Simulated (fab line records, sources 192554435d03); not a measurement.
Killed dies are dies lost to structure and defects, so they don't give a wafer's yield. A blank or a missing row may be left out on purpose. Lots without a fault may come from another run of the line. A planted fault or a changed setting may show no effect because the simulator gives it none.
Split-lot experiment | flow n5_finfet | 7 lots, 21 wafers read, on a route of 1938 steps

THE SPLIT
At N5_SD_EPI_N_COAT_33 (time 60 s, resist thk 35 nm), the setting spin_rpm was moved away from the recipe's 1500 rpm on 7 of the 21 wafers read, by -10.9% to -3.1%. The other wafers ran this setting at the recipe's value.

FROM THE SPLIT TO THE READING: what the file shows between them, 8 steps
- N5_SD_EPI_N_COAT_03: resist thk 150 nm
- N5_SD_EPI_N_EBR_05
- N5_SD_EPI_N_DESCUM_14: chemistry O2, time 7.9 s
- N5_SD_EPI_N_ETCH_34: etches SiARC in CF4, target depth 45.5 nm, time 75.8 s
- N5_SD_EPI_N_ETCH_35: etches SOC in N2/H2, overetch 108 nm, time 486 s
- N5_SD_EPI_N_STRIP_36: strips in N2/H2
- N5_SD_EPI_N_ETCHBACK_44: etches SiNx in CH3F/O2, stops on SiO2, target depth 14.5 nm
- N5_SD_EPI_N_ETCH_45: etches SiOCN in CH3F/O2, target depth 6 nm

THE READING
SiARC_of_SD_EPI_N_COAT_33.thk_nm (the simulator's own value, which no gauge read), in nm, at N5_SD_EPI_N_ETCH_16 (etches SiO2 in CHF3/O2, target depth 5 nm). The file gives no usual value for it. The 14 wafers here that ran the recipe average 12.6 nm, standard deviation 0.56 nm.

wafer  | tool, chamber at the split | spin_rpm as run, rpm | against the recipe | SiARC_of_SD_EPI_N_COAT_33.thk_nm, nm | against lot-mates on the recipe
L076.3 | litho_track-05, 0          | 1454                 | -3.1%              | 13.2                                 | +0.9
L076.4 | litho_track-05, 0          | 1500                 | recipe             | 12.6                                 | -
L076.6 | litho_track-05, 0          | 1500                 | recipe             | 12                                   | -
L080.1 | litho_track-05, 0          | 1500                 | recipe             | 13                                   | -
L080.5 | litho_track-05, 0          | 1500                 | recipe             | 13                                   | -
L080.3 | litho_track-05, 0          | 1500                 | recipe             | 12.8                                 | -
L081.1 | litho_track-05, 0          | 1500                 | recipe             | 12.4                                 | -
L081.2 | litho_track-05, 0          | 1500                 | recipe             | 13.2                                 | -
L081.4 | litho_track-05, 0          | 1500                 | recipe             | 12.8                                 | -
L084.2 | litho_track-04, 0          | 1453                 | -3.1%              | 12.4                                 | +0.8
L084.3 | litho_track-04, 0          | 1500                 | recipe             | 11.6                                 | -
L084.4 | litho_track-04, 0          | 1453                 | -3.1%              | 13.6                                 | +2.0
L085.1 | litho_track-05, 0          | 1396                 | -6.9%              | 14.4                                 | +2.4
L085.2 | litho_track-05, 0          | 1500                 | recipe             | 11.6                                 | -
L085.4 | litho_track-05, 0          | 1500                 | recipe             | 12.4                                 | -
L093.2 | litho_track-05, 0          | 1337                 | -10.9%             | 14.8                                 | +1.5
L093.3 | litho_track-05, 0          | 1500                 | recipe             | 13.2                                 | -
L093.5 | litho_track-05, 0          | 1500                 | recipe             | 13.4                                 | -
L095.1 | litho_track-04, 0          | 1500                 | recipe             | 13                                   | -
L095.2 | litho_track-04, 0          | 1355                 | -9.7%              | 14.8                                 | +1.8
L095.5 | litho_track-04, 0          | 1355                 | -9.7%              | 15                                   | +2.0

THE FIT
A straight line over all 21 wafers: SiARC_of_SD_EPI_N_COAT_33.thk_nm changes by -0.221 nm for each +1% of spin_rpm; r = -0.85; the points scatter about the line by 0.53 nm.
The same after taking each lot's own level away (the mean of its wafers on the recipe; 21 wafers): -0.2 nm for each +1%; r = -0.85; scatter 0.47 nm.
On that fit, the largest move of spin_rpm shifts the reading by 2.2 nm.
The lots' own levels span 11.60 to 13.30 nm, that is 3.1 times the standard deviation above.
So the lot-to-lot level changes the slope: the two fits differ.
Check: with one of the wafers moved furthest among these (-10.9%) left out of the fit, the line predicts +2.64 nm for it against its lot-mates. It came out at +1.5 nm against them.

OTHER SPLITS ON THESE WAFERS
These wafers also went through other splits before the reading. Each is held against what the fit with the lots' levels taken away leaves over:
other split on the same wafers            | wafers away from the commonest value | r with SiARC_of_SD_EPI_N_COAT_33.thk_nm (lot level and that fit taken away)
N5_PMOS_HMC_CHANNEL_EPI_COAT_31 spin_rpm  | 3                                    | -0.02
N5_PMOS_HMC_CHANNEL_EPI_PEB_07 peb_time_s | 9                                    | -0.01
N5_FIN_CUT_COAT_02 spin_rpm               | 5                                    | -0.03
N5_DUMMY_GATE_CVD_03 temp_c               | 15                                   | -0.09
N5_DUMMY_GATE_COAT_09 spin_rpm            | 5                                    | +0.28

THE WHOLE CHAIN: every reading that the file lists as answering this split, in the file's order
step                | what it does                                           | reading                                                                                   | change (the file's fit)               | r (the file's)
N5_SD_EPI_N_COAT_33 | time 60 s, resist thk 35 nm                            | SiARC_of_SD_EPI_N_COAT_33.thk_nm (the simulator's own value, which no gauge read)         | -0.191 nm for each +1% of the setting | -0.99
N5_SD_EPI_N_ETCH_34 | etches SiARC in CF4, target depth 45.5 nm, time 75.8 s | etch.depth_nm (the simulator's own value, which no gauge read)                            | -0.191 nm for each +1% of the setting | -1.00
N5_SD_EPI_N_ETCH_34 | etches SiARC in CF4, target depth 45.5 nm, time 75.8 s | CAR-ArF-block_of_SD_EPI_N_COAT_03.thk_nm (the simulator's own value, which no gauge read) | +0.166 nm for each +1% of the setting | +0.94
N5_SD_EPI_N_ETCH_35 | etches SOC in N2/H2, overetch 108 nm, time 486 s       | SiARC_of_SD_EPI_N_COAT_33.thk_nm (the simulator's own value, which no gauge read)         | -0.203 nm for each +1% of the setting | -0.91
N5_SD_EPI_N_ETCH_16 | etches SiO2 in CHF3/O2, target depth 5 nm              | SiARC_of_SD_EPI_N_COAT_33.thk_nm (the simulator's own value, which no gauge read)         | -0.21 nm for each +1% of the setting  | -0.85

THE FILE'S OWN FIT
SiARC_of_SD_EPI_N_COAT_33.thk_nm changes by -0.21 nm for each +1% of spin_rpm, r = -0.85.
